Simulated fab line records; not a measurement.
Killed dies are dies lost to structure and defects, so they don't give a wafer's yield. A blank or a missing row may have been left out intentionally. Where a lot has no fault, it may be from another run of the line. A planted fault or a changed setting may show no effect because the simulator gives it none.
Chamber matching + flow nand_harc + ald_metal-01 running NHARC_A_CONTACT_ALD_18: 4 sister chambers
The step deposits TiN, target thk 3 nm, pulse time 1 s, ald cycles 150. 18 wafers are shown with their chamber, then 9 later ones without.

## WAFERS WITH THEIR CHAMBER
| wafer  | chamber | heater_power_w (W) | precursor_pulse_height_rel | susceptor_temp_C (C) |
|--------|---------|--------------------|----------------------------|----------------------|
| L076.2 | 3       | 1124               | 0.979                      | 449.95               |
| L076.4 | 1       | 1106               | 0.985                      | 449.86               |
| L076.5 | 3       | 1168               | 1.025                      | 449.89               |
| L079.3 | 0       | 1006               | 1.031                      | 449.88               |
| L079.4 | 3       | 1150               | 0.984                      | 449.99               |
| L079.5 | 3       | 1153               | 1.008                      | 450.18               |
| L081.2 | 1       | 1083               | 0.986                      | 449.89               |
| L081.4 | 3       | 1156               | 0.992                      | 449.99               |
| L081.5 | 3       | 1140               | 1.029                      | 450.01               |
| L084.1 | 2       | 1015               | 0.947                      | 449.76               |
| L084.3 | 1       | 1097               | 1.013                      | 449.96               |
| L084.6 | 1       | 1067               | 0.980                      | 449.94               |
| L085.3 | 1       | 1075               | 1.019                      | 450.37               |
| L085.4 | 0       | 1005               | 1.041                      | 450.14               |
| L085.5 | 3       | 1159               | 0.998                      | 449.84               |
| L088.1 | 2       | 990                | 0.986                      | 449.94               |
| L088.4 | 3       | 1107               | 1.017                      | 449.66               |
| L088.5 | 3       | 1129               | 0.986                      | 449.92               |

SIGNATURES (means of the wafers above)
| reading                    | chamber 0 | chamber 1 | chamber 2 | chamber 3 | scatter within a chamber |
|----------------------------|-----------|-----------|-----------|-----------|--------------------------|
| heater_power_w             | 1005.50   | 1085.60   | 1002.50   | 1142.89   | 17.7                     |
| precursor_pulse_height_rel | 1.03600   | 0.99660   | 0.96650   | 1.00200   | 0.0186                   |
| susceptor_temp_C           | 450.0100  | 450.0040  | 449.8500  | 449.9367  | 0.165                    |
Rule: for each reading, subtract the chamber's mean from the wafer's reading, divide by that reading's scatter and square the result; add these up over the readings and take the root, which gives the wafer's distance from the chamber. The wafer belongs to the nearest chamber; if the next one is less than 2 further off, it can't be placed. The scatter is the square root of a quotient: the sum, over the shown wafers, of each reading's squared deviation from its chamber's mean, divided by wafers minus chambers.

## WAFERS WITHOUT THEIR CHAMBER
| wafer  | heater_power_w (W) | precursor_pulse_height_rel | susceptor_temp_C (C) |
|--------|--------------------|----------------------------|----------------------|
| L093.2 | 1093               | 0.993                      | 450.27               |
| L093.3 | 1005               | 0.987                      | 450.04               |
| L093.5 | 1072               | 0.999                      | 450.19               |
| L095.1 | 982                | 1.033                      | 450.03               |
| L095.4 | 1010               | 0.996                      | 449.93               |
| L095.5 | 1101               | 0.983                      | 450.42               |
| L097.1 | 1104               | 0.959                      | 449.99               |
| L097.3 | 1028               | 0.982                      | 450.37               |
| L097.4 | 1050               | 1.003                      | 449.87               |

## THE CHAMBER EACH PASSED THROUGH
| wafer  | from the rows above          | in truth                   |
|--------|------------------------------|----------------------------|
| L093.2 | can't be placed: 1 or 3      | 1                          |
| L093.3 | can't be placed: 2 or 0      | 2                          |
| L093.5 | 1                            | 1                          |
| L095.1 | 0                            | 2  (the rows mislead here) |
| L095.4 | can't be placed: 2 or 0      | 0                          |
| L095.5 | can't be placed: 1 or 3      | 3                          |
| L097.1 | can't be placed: 1 or 3      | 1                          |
| L097.3 | can't be placed: 2 or 0 or 1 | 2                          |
| L097.4 | can't be placed: 1 or 0 or 2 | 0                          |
Correct placement for 1 of the 9. From these rows, 7 cannot be placed; in 7 the true chamber is one of the candidates. Wrongly placed: 1.
